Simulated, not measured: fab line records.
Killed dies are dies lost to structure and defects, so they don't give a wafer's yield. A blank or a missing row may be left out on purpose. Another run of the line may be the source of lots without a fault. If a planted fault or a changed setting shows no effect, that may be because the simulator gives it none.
fab line records / flow nand-harc
record lots=12 wafers=36 last-day=25
route steps=1159 shown A_M1@1037
lots with no fault: from the same line, run without faults
start-h: hours from the record's opening day to when the first of the lot's shown wafers began / wait-h: hours elapsed since this lot's preceding step / " same as the row above / L1.1+2: one row covering several wafers at once / - value missing, or start not given / * or withheld: withheld / < > ~ a bound
route shown NAME@n: names a module that has steps shown in the file, with the first one's number in the route / usual: the fault-free wafers' mean and standard deviation / same: alike in all rows / chamber/n: place in a boat / sites: the reading at each site / _std_site: their standard deviation / _edge_site: inner sites' mean taken away from outer sites' mean / radius-mm: how far each site lies from the wafer's centre / mask NAME#n: copy n / behind: the most recent tool/chamber to have shaped the wafer / hold: reason for holding the lot/hours on hold/outcome of the hold / device: whichever transistor did not switch (one of n, p or np) / end of line: the route-end tests of the same wafers / a step with no rows: only its recipe / killed: the dies lost at the first sort to structure and to defects; this is not the yield of the wafer / map: shows each die of a wafer: x if killed, . if not, _ if none is there
set.NAME: the setting that was run; set.NAME@STEP: the one run at that earlier step / model.NAME: the simulator's own value behind a step, which no gauge read
a sample of lots followed through the steps of the route, with each step as a table and each wafer as a row
services: from which hour (start-h, from the record's first day; less than 0 if before it) a tool's chamber was out of use, for how many hours, and why
## steps
# step NHARC_A_M1_OVL_MEAS_10
# recipe pitch-nm=240
# usual overlay-x-nm=-0.2/0.55 overlay-y-nm=-0.2/0.94
lot.wafer=L664.1 tool=overlay-02 chamber=- start-h=405.47 wait-h=- overlay-x-nm=-0.5 overlay-y-nm=1.6
lot.wafer=L664.4 tool=overlay-02 chamber=- start-h=405.47 wait-h=- overlay-x-nm=-0.2 overlay-y-nm=2.4
lot.wafer=L664.5 tool=overlay-02 chamber=- start-h=405.47 wait-h=- overlay-x-nm=-0.1 overlay-y-nm=1.8
lot.wafer=L665.1 tool=overlay-02 chamber=- start-h=406.08 wait-h=- overlay-x-nm=0.5 overlay-y-nm=-1.2
lot.wafer=L665.3 tool=overlay-02 chamber=- start-h=406.08 wait-h=- overlay-x-nm=-0.9 overlay-y-nm=-0.3
lot.wafer=L665.6 tool=overlay-02 chamber=- start-h=406.08 wait-h=- overlay-x-nm=-0.6 overlay-y-nm=-0.8
lot.wafer=L666.2 tool=overlay-02 chamber=- start-h=414.22 wait-h=- overlay-x-nm=-1.3 overlay-y-nm=-0.8
lot.wafer=L666.4 tool=overlay-02 chamber=- start-h=414.22 wait-h=- overlay-x-nm=-1.3 overlay-y-nm=-0.5
lot.wafer=L666.6 tool=overlay-02 chamber=- start-h=414.22 wait-h=- overlay-x-nm=-1.1 overlay-y-nm=-1.1
lot.wafer=L667.2 tool=overlay-01 chamber=- start-h=414.48 wait-h=- overlay-x-nm=-0.6 overlay-y-nm=-0.4
lot.wafer=L667.4 tool=overlay-01 chamber=- start-h=414.48 wait-h=- overlay-x-nm=-0.9 overlay-y-nm=-0.3
lot.wafer=L667.5 tool=overlay-01 chamber=- start-h=414.48 wait-h=- overlay-x-nm=-0.6 overlay-y-nm=-0.3
lot.wafer=L668.1 tool=overlay-02 chamber=- start-h=414.80 wait-h=- overlay-x-nm=-1.3 overlay-y-nm=-0.9
lot.wafer=L668.3 tool=overlay-02 chamber=- start-h=414.80 wait-h=- overlay-x-nm=-1.0 overlay-y-nm=-0.8
lot.wafer=L668.4 tool=overlay-02 chamber=- start-h=414.80 wait-h=- overlay-x-nm=-1.5 overlay-y-nm=-1.1
lot.wafer=L670.2 tool=overlay-02 chamber=- start-h=431.13 wait-h=- overlay-x-nm=0.3 overlay-y-nm=-0.7
lot.wafer=L670.5 tool=overlay-02 chamber=- start-h=431.13 wait-h=- overlay-x-nm=0.2 overlay-y-nm=-0.2
lot.wafer=L670.6 tool=overlay-02 chamber=- start-h=431.13 wait-h=- overlay-x-nm=0.0 overlay-y-nm=-0.7
lot.wafer=L672.2 tool=overlay-02 chamber=- start-h=446.07 wait-h=- overlay-x-nm=0.4 overlay-y-nm=-0.4
lot.wafer=L672.3 tool=overlay-02 chamber=- start-h=446.07 wait-h=- overlay-x-nm=0.4 overlay-y-nm=-0.3
lot.wafer=L672.5 tool=overlay-02 chamber=- start-h=446.07 wait-h=- overlay-x-nm=0.5 overlay-y-nm=-0.7
lot.wafer=L675.1 tool=overlay-01 chamber=- start-h=454.84 wait-h=- overlay-x-nm=0.2 overlay-y-nm=0.3
lot.wafer=L675.3 tool=overlay-01 chamber=- start-h=454.84 wait-h=- overlay-x-nm=0.1 overlay-y-nm=0.6
lot.wafer=L675.6 tool=overlay-01 chamber=- start-h=454.84 wait-h=- overlay-x-nm=-0.2 overlay-y-nm=0.6
lot.wafer=L673.1 tool=overlay-01 chamber=- start-h=465.35 wait-h=- overlay-x-nm=-0.4 overlay-y-nm=-1.1
lot.wafer=L673.2 tool=overlay-01 chamber=- start-h=465.35 wait-h=- overlay-x-nm=0.0 overlay-y-nm=-1.2
lot.wafer=L673.3 tool=overlay-01 chamber=- start-h=465.35 wait-h=- overlay-x-nm=-0.4 overlay-y-nm=-1.6
lot.wafer=L678.1 tool=overlay-01 chamber=- start-h=478.04 wait-h=- overlay-x-nm=0.1 overlay-y-nm=-0.2
lot.wafer=L678.3 tool=overlay-01 chamber=- start-h=478.04 wait-h=- overlay-x-nm=-0.1 overlay-y-nm=-1.2
lot.wafer=L678.6 tool=overlay-01 chamber=- start-h=478.04 wait-h=- overlay-x-nm=0.5 overlay-y-nm=-0.3
lot.wafer=L676.1 tool=overlay-02 chamber=- start-h=480.02 wait-h=- overlay-x-nm=-0.6 overlay-y-nm=-1.8
lot.wafer=L676.4 tool=overlay-02 chamber=- start-h=480.02 wait-h=- overlay-x-nm=-0.8 overlay-y-nm=-2.6
lot.wafer=L676.6 tool=overlay-02 chamber=- start-h=480.02 wait-h=- overlay-x-nm=-0.3 overlay-y-nm=-2.1
lot.wafer=L687.2 tool=overlay-02 chamber=- start-h=564.82 wait-h=- overlay-x-nm=-0.8 overlay-y-nm=0.6
lot.wafer=L687.3 tool=overlay-02 chamber=- start-h=564.82 wait-h=- overlay-x-nm=-0.9 overlay-y-nm=0.2
lot.wafer=L687.5 tool=overlay-02 chamber=- start-h=564.82 wait-h=- overlay-x-nm=-1.2 overlay-y-nm=0.3
# step NHARC_A_M1_ETCH_15
# recipe target-depth-a=1825 time-s=91.2 c4f8-flow-sccm=withheld ar-flow-sccm=400 rf-w=600 bias-w=300 chemistry=C4F8/Ar
# usual oes-product-au=0.953/0.023 rf-vpp-V=441.9/2.2
lot.wafer=L664.1 tool=rie-diel-03 chamber=0 start-h=- wait-h=- oes-product-au=0.956 rf-hours-counter-h=1 rf-vpp-V=439.1
lot.wafer=L664.4 tool=rie-diel-03 chamber=2 start-h=- wait-h=- oes-product-au=0.979 rf-hours-counter-h=1 rf-vpp-V=443.2
lot.wafer=L664.5 tool=rie-diel-03 chamber=3 start-h=- wait-h=- oes-product-au=0.956 rf-hours-counter-h=- rf-vpp-V=444.3
lot.wafer=L665.1 tool=rie-diel-11 chamber=0 start-h=- wait-h=- oes-product-au=0.953 rf-hours-counter-h=1 rf-vpp-V=440.5
lot.wafer=L665.3 tool=rie-diel-11 chamber=3 start-h=- wait-h=- oes-product-au=0.947 rf-hours-counter-h=1 rf-vpp-V=441.2
lot.wafer=L665.6 tool=rie-diel-11 chamber=1 start-h=- wait-h=- oes-product-au=0.965 rf-hours-counter-h=- rf-vpp-V=441.7
lot.wafer=L666.4 tool=rie-diel-10 chamber=0 start-h=- wait-h=- oes-product-au=0.941 rf-hours-counter-h=4 rf-vpp-V=437.8
lot.wafer=L666.2 tool=rie-diel-10 chamber=2 start-h=- wait-h=- oes-product-au=0.934 rf-hours-counter-h=4 rf-vpp-V=445.2
lot.wafer=L666.6 tool=rie-diel-10 chamber=0 start-h=- wait-h=- oes-product-au=0.939 rf-hours-counter-h=- rf-vpp-V=439.6
lot.wafer=L667.4 tool=rie-diel-11 chamber=1 start-h=- wait-h=- oes-product-au=0.965 rf-hours-counter-h=1 rf-vpp-V=440.3
lot.wafer=L667.2 tool=rie-diel-11 chamber=2 start-h=- wait-h=- oes-product-au=0.985 rf-hours-counter-h=1 rf-vpp-V=443.0
lot.wafer=L667.5 tool=rie-diel-11 chamber=2 start-h=- wait-h=- oes-product-au=0.983 rf-hours-counter-h=- rf-vpp-V=443.5
lot.wafer=L668.1 tool=rie-diel-03 chamber=2 start-h=- wait-h=- oes-product-au=0.972 rf-hours-counter-h=1 rf-vpp-V=442.5
lot.wafer=L668.4 tool=rie-diel-03 chamber=3 start-h=- wait-h=- oes-product-au=0.969 rf-hours-counter-h=1 rf-vpp-V=444.2
lot.wafer=L668.3 tool=rie-diel-03 chamber=1 start-h=- wait-h=- oes-product-au=0.958 rf-hours-counter-h=1 rf-vpp-V=444.3
lot.wafer=L670.2 tool=rie-diel-10 chamber=3 start-h=- wait-h=- oes-product-au=0.979 rf-hours-counter-h=5 rf-vpp-V=445.3
lot.wafer=L670.5 tool=rie-diel-10 chamber=0 start-h=- wait-h=- oes-product-au=0.988 rf-hours-counter-h=- rf-vpp-V=438.8
lot.wafer=L670.6 tool=rie-diel-10 chamber=1 start-h=- wait-h=- oes-product-au=0.957 rf-hours-counter-h=- rf-vpp-V=442.2
lot.wafer=L672.3 tool=rie-diel-10 chamber=0 start-h=- wait-h=- oes-product-au=0.926 rf-hours-counter-h=5 rf-vpp-V=437.8
lot.wafer=L672.2 tool=rie-diel-10 chamber=2 start-h=- wait-h=- oes-product-au=0.915 rf-hours-counter-h=6 rf-vpp-V=444.3
lot.wafer=L672.5 tool=rie-diel-10 chamber=1 start-h=- wait-h=- oes-product-au=0.921 rf-hours-counter-h=- rf-vpp-V=442.5
lot.wafer=L675.1 tool=rie-diel-03 chamber=2 start-h=- wait-h=- oes-product-au=0.954 rf-hours-counter-h=4 rf-vpp-V=442.7
lot.wafer=L675.3 tool=rie-diel-03 chamber=3 start-h=- wait-h=- oes-product-au=0.970 rf-hours-counter-h=4 rf-vpp-V=442.9
lot.wafer=L675.6 tool=rie-diel-03 chamber=3 start-h=- wait-h=- oes-product-au=0.968 rf-hours-counter-h=- rf-vpp-V=443.2
lot.wafer=L673.1 tool=rie-diel-11 chamber=1 start-h=- wait-h=- oes-product-au=0.953 rf-hours-counter-h=2 rf-vpp-V=441.1
lot.wafer=L673.3 tool=rie-diel-11 chamber=3 start-h=- wait-h=- oes-product-au=0.960 rf-hours-counter-h=2 rf-vpp-V=442.7
lot.wafer=L673.2 tool=rie-diel-11 chamber=0 start-h=- wait-h=- oes-product-au=0.960 rf-hours-counter-h=2 rf-vpp-V=440.1
lot.wafer=L678.1 tool=rie-diel-10 chamber=3 start-h=- wait-h=- oes-product-au=0.961 rf-hours-counter-h=9 rf-vpp-V=446.1
lot.wafer=L678.3 tool=rie-diel-10 chamber=2 start-h=- wait-h=- oes-product-au=0.977 rf-hours-counter-h=10 rf-vpp-V=444.5
lot.wafer=L678.6 tool=rie-diel-10 chamber=0 start-h=- wait-h=- oes-product-au=0.973 rf-hours-counter-h=- rf-vpp-V=438.8
lot.wafer=L676.4 tool=rie-diel-03 chamber=3 start-h=- wait-h=- oes-product-au=0.966 rf-hours-counter-h=6 rf-vpp-V=444.2
lot.wafer=L676.1 tool=rie-diel-03 chamber=0 start-h=- wait-h=- oes-product-au=0.969 rf-hours-counter-h=3 rf-vpp-V=437.8
lot.wafer=L676.6 tool=rie-diel-03 chamber=3 start-h=- wait-h=- oes-product-au=0.972 rf-hours-counter-h=- rf-vpp-V=444.5
lot.wafer=L687.3 tool=rie-diel-10 chamber=1 start-h=- wait-h=- oes-product-au=0.931 rf-hours-counter-h=1 rf-vpp-V=443.0
lot.wafer=L687.2 tool=rie-diel-10 chamber=2 start-h=- wait-h=- oes-product-au=0.932 rf-hours-counter-h=1 rf-vpp-V=443.9
lot.wafer=L687.5 tool=rie-diel-10 chamber=0 start-h=- wait-h=- oes-product-au=0.917 rf-hours-counter-h=- rf-vpp-V=438.3
# step NHARC_A_M1_ECD_22
# recipe target-thk-a=4000 bath-temp-c=25 material=Cu
lot.wafer=L664.1+4+5 tool=ecd-cu-01 chamber=1,0,1 start-h=406.96 wait-h=-
lot.wafer=L665.1+3+6 tool=ecd-cu-02 chamber=0 start-h=407.56 wait-h=-
lot.wafer=L666.2+4+6 tool=ecd-cu-02 chamber=0,1,0 start-h=415.70 wait-h=-
lot.wafer=L667.2+4+5 tool=ecd-cu-01 chamber=0,0,1 start-h=416.07 wait-h=-
lot.wafer=L668.1+4+3 tool=ecd-cu-02 chamber=0,1,0 start-h=416.37 wait-h=-
lot.wafer=L670.2+6+5 tool=ecd-cu-02 chamber=0,0,1 start-h=432.65 wait-h=-
lot.wafer=L672.2+3+5 tool=ecd-cu-01 chamber=0,0,1 start-h=447.60 wait-h=-
lot.wafer=L675.1+3+6 tool=ecd-cu-01 chamber=0 start-h=456.31 wait-h=-
lot.wafer=L673.1+2+3 tool=ecd-cu-01 chamber=1,0,0 start-h=466.84 wait-h=-
lot.wafer=L678.1+3+6 tool=ecd-cu-01 chamber=1,1,0 start-h=479.58 wait-h=-
lot.wafer=L676.1+4+6 tool=ecd-cu-02 chamber=0,1,1 start-h=481.50 wait-h=-
lot.wafer=L687.2+3+5 tool=ecd-cu-02 chamber=1,0,1 start-h=566.33 wait-h=-
# step NHARC_A_M1_CMP_23
# recipe t-overpolish-s=20 target-thk-nm=154.34
# usual motor-current-A=12.5/1.4 retaining-ring-pressure-frac=1.000/0.0054 slurry-flow-ml-min=149.9/0.49 time-to-endpoint-s=28.7/2.4
# same t-overpolish-s=20
lot.wafer=L664.1 tool=cmp-03 chamber=1 start-h=407.72 wait-h=- motor-current-A=12.4 retaining-ring-pressure-frac=0.992 slurry-flow-ml-min=150.6 time-to-endpoint-s=32.0
lot.wafer=L664.4 tool=cmp-03 chamber=3 start-h=407.72 wait-h=- motor-current-A=11.4 retaining-ring-pressure-frac=0.992 slurry-flow-ml-min=149.5 time-to-endpoint-s=27.3
lot.wafer=L664.5 tool=cmp-03 chamber=1 start-h=407.72 wait-h=- motor-current-A=14.0 retaining-ring-pressure-frac=1.003 slurry-flow-ml-min=150.8 time-to-endpoint-s=32.4
lot.wafer=L665.1 tool=cmp-04 chamber=1 start-h=408.34 wait-h=- motor-current-A=10.7 retaining-ring-pressure-frac=0.998 slurry-flow-ml-min=150.2 time-to-endpoint-s=28.4
lot.wafer=L665.3 tool=cmp-04 chamber=2 start-h=408.34 wait-h=- motor-current-A=12.0 retaining-ring-pressure-frac=1.005 slurry-flow-ml-min=150.2 time-to-endpoint-s=27.0
lot.wafer=L665.6 tool=cmp-04 chamber=3 start-h=408.34 wait-h=- motor-current-A=13.9 retaining-ring-pressure-frac=0.999 slurry-flow-ml-min=149.1 time-to-endpoint-s=26.2
lot.wafer=L666.2 tool=cmp-03 chamber=2 start-h=416.42 wait-h=- motor-current-A=13.7 retaining-ring-pressure-frac=0.999 slurry-flow-ml-min=149.6 time-to-endpoint-s=28.9
lot.wafer=L666.4 tool=cmp-03 chamber=0 start-h=416.42 wait-h=- motor-current-A=14.6 retaining-ring-pressure-frac=1.005 slurry-flow-ml-min=150.8 time-to-endpoint-s=25.6
lot.wafer=L666.6 tool=cmp-03 chamber=3 start-h=416.42 wait-h=- motor-current-A=11.6 retaining-ring-pressure-frac=0.993 slurry-flow-ml-min=149.8 time-to-endpoint-s=27.3
lot.wafer=L667.2 tool=cmp-04 chamber=2 start-h=416.78 wait-h=- motor-current-A=13.3 retaining-ring-pressure-frac=0.996 slurry-flow-ml-min=149.8 time-to-endpoint-s=30.8
lot.wafer=L667.4 tool=cmp-04 chamber=3 start-h=416.78 wait-h=- motor-current-A=14.3 retaining-ring-pressure-frac=0.999 slurry-flow-ml-min=149.0 time-to-endpoint-s=26.9
lot.wafer=L667.5 tool=cmp-04 chamber=2 start-h=416.78 wait-h=- motor-current-A=12.3 retaining-ring-pressure-frac=1.004 slurry-flow-ml-min=150.0 time-to-endpoint-s=28.8
lot.wafer=L668.1 tool=cmp-03 chamber=2 start-h=417.04 wait-h=- motor-current-A=13.7 retaining-ring-pressure-frac=0.997 slurry-flow-ml-min=150.0 time-to-endpoint-s=27.4
lot.wafer=L668.3 tool=cmp-03 chamber=3 start-h=417.04 wait-h=- motor-current-A=12.1 retaining-ring-pressure-frac=0.995 slurry-flow-ml-min=150.5 time-to-endpoint-s=25.5
lot.wafer=L668.4 tool=cmp-03 chamber=1 start-h=417.04 wait-h=- motor-current-A=13.4 retaining-ring-pressure-frac=1.001 slurry-flow-ml-min=150.3 time-to-endpoint-s=29.5
lot.wafer=L670.2 tool=cmp-03 chamber=3 start-h=433.43 wait-h=- motor-current-A=10.9 retaining-ring-pressure-frac=0.998 slurry-flow-ml-min=149.5 time-to-endpoint-s=27.4
lot.wafer=L670.5 tool=cmp-03 chamber=2 start-h=433.43 wait-h=- motor-current-A=13.7 retaining-ring-pressure-frac=1.004 slurry-flow-ml-min=149.5 time-to-endpoint-s=29.1
lot.wafer=L670.6 tool=cmp-03 chamber=3 start-h=433.43 wait-h=- motor-current-A=11.2 retaining-ring-pressure-frac=0.989 slurry-flow-ml-min=149.2 time-to-endpoint-s=27.6
lot.wafer=L672.2 tool=cmp-03 chamber=2 start-h=448.33 wait-h=- motor-current-A=13.7 retaining-ring-pressure-frac=1.007 slurry-flow-ml-min=149.5 time-to-endpoint-s=29.0
lot.wafer=L672.3 tool=cmp-03 chamber=3 start-h=448.33 wait-h=- motor-current-A=11.2 retaining-ring-pressure-frac=1.001 slurry-flow-ml-min=149.2 time-to-endpoint-s=26.0
lot.wafer=L672.5 tool=cmp-03 chamber=0 start-h=448.33 wait-h=- motor-current-A=14.6 retaining-ring-pressure-frac=1.002 slurry-flow-ml-min=150.3 time-to-endpoint-s=25.1
lot.wafer=L675.3 tool=cmp-04 chamber=2 start-h=457.02 wait-h=- motor-current-A=12.7 retaining-ring-pressure-frac=1.000 slurry-flow-ml-min=149.8 time-to-endpoint-s=28.2
lot.wafer=L675.1 tool=cmp-04 chamber=0 start-h=457.02 wait-h=- motor-current-A=10.3 retaining-ring-pressure-frac=1.004 slurry-flow-ml-min=149.2 time-to-endpoint-s=26.5
lot.wafer=L675.6 tool=cmp-04 chamber=3 start-h=457.02 wait-h=- motor-current-A=13.8 retaining-ring-pressure-frac=0.990 slurry-flow-ml-min=150.0 time-to-endpoint-s=25.7
lot.wafer=L673.3 tool=cmp-01 chamber=0 start-h=467.58 wait-h=- motor-current-A=12.1 retaining-ring-pressure-frac=1.006 slurry-flow-ml-min=149.5 time-to-endpoint-s=51.6
lot.wafer=L673.1 tool=cmp-01 chamber=1 start-h=467.58 wait-h=- motor-current-A=11.1 retaining-ring-pressure-frac=0.994 slurry-flow-ml-min=150.0 time-to-endpoint-s=51.6
lot.wafer=L673.2 tool=cmp-01 chamber=3 start-h=467.58 wait-h=- motor-current-A=10.0 retaining-ring-pressure-frac=0.997 slurry-flow-ml-min=150.6 time-to-endpoint-s=50.2
lot.wafer=L678.1 tool=cmp-04 chamber=2 start-h=480.36 wait-h=- motor-current-A=13.1 retaining-ring-pressure-frac=1.002 slurry-flow-ml-min=149.6 time-to-endpoint-s=46.5
lot.wafer=L678.3 tool=cmp-04 chamber=3 start-h=480.36 wait-h=- motor-current-A=13.4 retaining-ring-pressure-frac=0.998 slurry-flow-ml-min=150.0 time-to-endpoint-s=49.0
lot.wafer=L678.6 tool=cmp-04 chamber=1 start-h=480.36 wait-h=- motor-current-A=10.1 retaining-ring-pressure-frac=1.007 slurry-flow-ml-min=149.1 time-to-endpoint-s=48.4
lot.wafer=L676.1 tool=cmp-04 chamber=0 start-h=482.32 wait-h=- motor-current-A=10.4 retaining-ring-pressure-frac=1.000 slurry-flow-ml-min=150.1 time-to-endpoint-s=27.7
lot.wafer=L676.4 tool=cmp-04 chamber=3 start-h=482.32 wait-h=- motor-current-A=13.3 retaining-ring-pressure-frac=1.004 slurry-flow-ml-min=150.6 time-to-endpoint-s=30.1
lot.wafer=L676.6 tool=cmp-04 chamber=0 start-h=482.32 wait-h=- motor-current-A=10.6 retaining-ring-pressure-frac=1.006 slurry-flow-ml-min=149.4 time-to-endpoint-s=29.9
lot.wafer=L687.2 tool=cmp-01 chamber=2 start-h=567.11 wait-h=- motor-current-A=12.1 retaining-ring-pressure-frac=0.989 slurry-flow-ml-min=149.3 time-to-endpoint-s=25.9
lot.wafer=L687.3 tool=cmp-01 chamber=0 start-h=567.11 wait-h=- motor-current-A=12.2 retaining-ring-pressure-frac=1.001 slurry-flow-ml-min=150.8 time-to-endpoint-s=29.4
lot.wafer=L687.5 tool=cmp-01 chamber=2 start-h=567.11 wait-h=- motor-current-A=11.8 retaining-ring-pressure-frac=1.002 slurry-flow-ml-min=149.4 time-to-endpoint-s=28.7
# step NHARC_A_M1_PRE_CLEAN_32
# recipe time-s=12 temp-c=370 rf-power-w=300 gas=NH3
# usual heater-power-w=615/45
lot.wafer=L664.1 tool=pecvd-04 chamber=2 start-h=408.28 wait-h=0.1 heater-power-w=629
lot.wafer=L664.4 tool=pecvd-04 chamber=1 start-h=408.28 wait-h=0.1 heater-power-w=618
lot.wafer=L664.5 tool=pecvd-04 chamber=2 start-h=408.28 wait-h=0.1 heater-power-w=619
lot.wafer=L665.3 tool=pecvd-04 chamber=0 start-h=409.42 wait-h=0.6 heater-power-w=627
lot.wafer=L665.1 tool=pecvd-04 chamber=1 start-h=409.42 wait-h=0.6 heater-power-w=683
lot.wafer=L665.6 tool=pecvd-04 chamber=0 start-h=409.42 wait-h=0.6 heater-power-w=642
lot.wafer=L666.2 tool=pecvd-03 chamber=1 start-h=416.98 wait-h=0.1 heater-power-w=652
lot.wafer=L666.4 tool=pecvd-03 chamber=0 start-h=416.98 wait-h=0.1 heater-power-w=664
lot.wafer=L666.6 tool=pecvd-03 chamber=2 start-h=416.98 wait-h=0.1 heater-power-w=625
lot.wafer=L667.2 tool=pecvd-01 chamber=2 start-h=417.29 wait-h=0.1 heater-power-w=614
lot.wafer=L667.5 tool=pecvd-01 chamber=2 start-h=417.29 wait-h=0.1 heater-power-w=601
lot.wafer=L667.4 tool=pecvd-01 chamber=0 start-h=417.29 wait-h=0.1 heater-power-w=605
lot.wafer=L668.1 tool=pecvd-01 chamber=1 start-h=417.63 wait-h=0.1 heater-power-w=688
lot.wafer=L668.3 tool=pecvd-01 chamber=0 start-h=417.63 wait-h=0.1 heater-power-w=604
lot.wafer=L668.4 tool=pecvd-01 chamber=2 start-h=417.63 wait-h=0.1 heater-power-w=649
lot.wafer=L670.2 tool=pecvd-03 chamber=0 start-h=433.97 wait-h=0.1 heater-power-w=613
lot.wafer=L670.5 tool=pecvd-03 chamber=0 start-h=433.97 wait-h=0.1 heater-power-w=594
lot.wafer=L670.6 tool=pecvd-03 chamber=1 start-h=433.97 wait-h=0.1 heater-power-w=631
lot.wafer=L672.3 tool=pecvd-04 chamber=2 start-h=448.81 wait-h=0.1 heater-power-w=619
lot.wafer=L672.2 tool=pecvd-04 chamber=1 start-h=448.81 wait-h=0.1 heater-power-w=630
lot.wafer=L672.5 tool=pecvd-04 chamber=0 start-h=448.81 wait-h=0.1 heater-power-w=681
lot.wafer=L675.1 tool=pecvd-03 chamber=2 start-h=457.57 wait-h=0.1 heater-power-w=695
lot.wafer=L675.3 tool=pecvd-03 chamber=0 start-h=457.57 wait-h=0.1 heater-power-w=605
lot.wafer=L675.6 tool=pecvd-03 chamber=0 start-h=457.57 wait-h=0.1 heater-power-w=592
lot.wafer=L673.3 tool=pecvd-03 chamber=2 start-h=468.12 wait-h=0.1 heater-power-w=656
lot.wafer=L673.2 tool=pecvd-03 chamber=0 start-h=468.12 wait-h=0.1 heater-power-w=669
lot.wafer=L673.1 tool=pecvd-03 chamber=1 start-h=468.12 wait-h=0.1 heater-power-w=644
lot.wafer=L678.3 tool=pecvd-01 chamber=2 start-h=480.92 wait-h=0.1 heater-power-w=621
lot.wafer=L678.1 tool=pecvd-01 chamber=0 start-h=480.92 wait-h=0.1 heater-power-w=561
lot.wafer=L678.6 tool=pecvd-01 chamber=1 start-h=480.92 wait-h=0.1 heater-power-w=557
lot.wafer=L676.1 tool=pecvd-04 chamber=2 start-h=482.89 wait-h=0.1 heater-power-w=509
lot.wafer=L676.4 tool=pecvd-04 chamber=1 start-h=482.89 wait-h=0.1 heater-power-w=687
lot.wafer=L676.6 tool=pecvd-04 chamber=2 start-h=482.89 wait-h=0.1 heater-power-w=521
lot.wafer=L687.3 tool=pecvd-03 chamber=0 start-h=567.63 wait-h=0.1 heater-power-w=612
lot.wafer=L687.2 tool=pecvd-03 chamber=1 start-h=567.63 wait-h=0.1 heater-power-w=624
lot.wafer=L687.5 tool=pecvd-03 chamber=0 start-h=567.63 wait-h=0.1 heater-power-w=620
## services
tool=pecvd-04 chamber=0 start-h=389.61 hours=6.4 kind=repair
tool=rie-diel-03 chamber=- start-h=392.30 hours=9.0 kind=pm
tool=cmp-04 chamber=- start-h=400.22 hours=4.0 kind=pm
tool=ecd-cu-01 chamber=- start-h=403.16 hours=0.6 kind=repair
tool=pecvd-01 chamber=- start-h=418.39 hours=13.0 kind=pm
tool=ecd-cu-02 chamber=- start-h=421.82 hours=1.2 kind=repair
tool=cmp-04 chamber=- start-h=428.33 hours=0.9 kind=repair
tool=rie-diel-03 chamber=0 start-h=432.71 hours=12.3 kind=repair
tool=ecd-cu-01 chamber=- start-h=448.00 hours=8.0 kind=pm
tool=pecvd-01 chamber=- start-h=448.27 hours=0.9 kind=repair
tool=cmp-03 chamber=- start-h=451.17 hours=4.0 kind=pm
tool=pecvd-04 chamber=- start-h=454.48 hours=4.5 kind=repair
tool=pecvd-01 chamber=2 start-h=457.95 hours=3.3 kind=repair
tool=pecvd-03 chamber=- start-h=473.26 hours=13.0 kind=pm
tool=rie-diel-10 chamber=2 start-h=496.06 hours=15.7 kind=repair
tool=cmp-04 chamber=- start-h=498.31 hours=4.0 kind=pm
tool=cmp-04 chamber=- start-h=517.59 hours=1.8 kind=repair
tool=ecd-cu-02 chamber=- start-h=525.18 hours=1.8 kind=repair
tool=rie-diel-03 chamber=3 start-h=527.89 hours=10.6 kind=repair
tool=rie-diel-10 chamber=- start-h=530.71 hours=9.0 kind=pm
tool=ecd-cu-02 chamber=- start-h=532.00 hours=8.0 kind=pm
tool=cmp-03 chamber=- start-h=549.17 hours=4.0 kind=pm
tool=cmp-04 chamber=- start-h=549.81 hours=1.2 kind=repair
tool=pecvd-04 chamber=- start-h=557.34 hours=13.0 kind=pm
## key
first-sign step=NHARC_A_M1_CMP_23 reading=time-to-endpoint-s direction=up sigmas=8.5 usual=* struck=*
effect none on later readings
met-at NHARC_A_M1_ECD_22
struck-lots L673,L678
not-acting-at NHARC_A_M1_OVL_MEAS_10,NHARC_A_M1_ETCH_15,NHARC_A_M1_PRE_CLEAN_32
onset-between 456.31 466.84
fault kind=process-parameter-drift tool=ecd-cu-01 chamber=- onset-h=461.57 steps=NHARC_A_M1_ECD_22 channel=target-thk-a offset=* shape=step end-h=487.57 acts-in=* stated=*
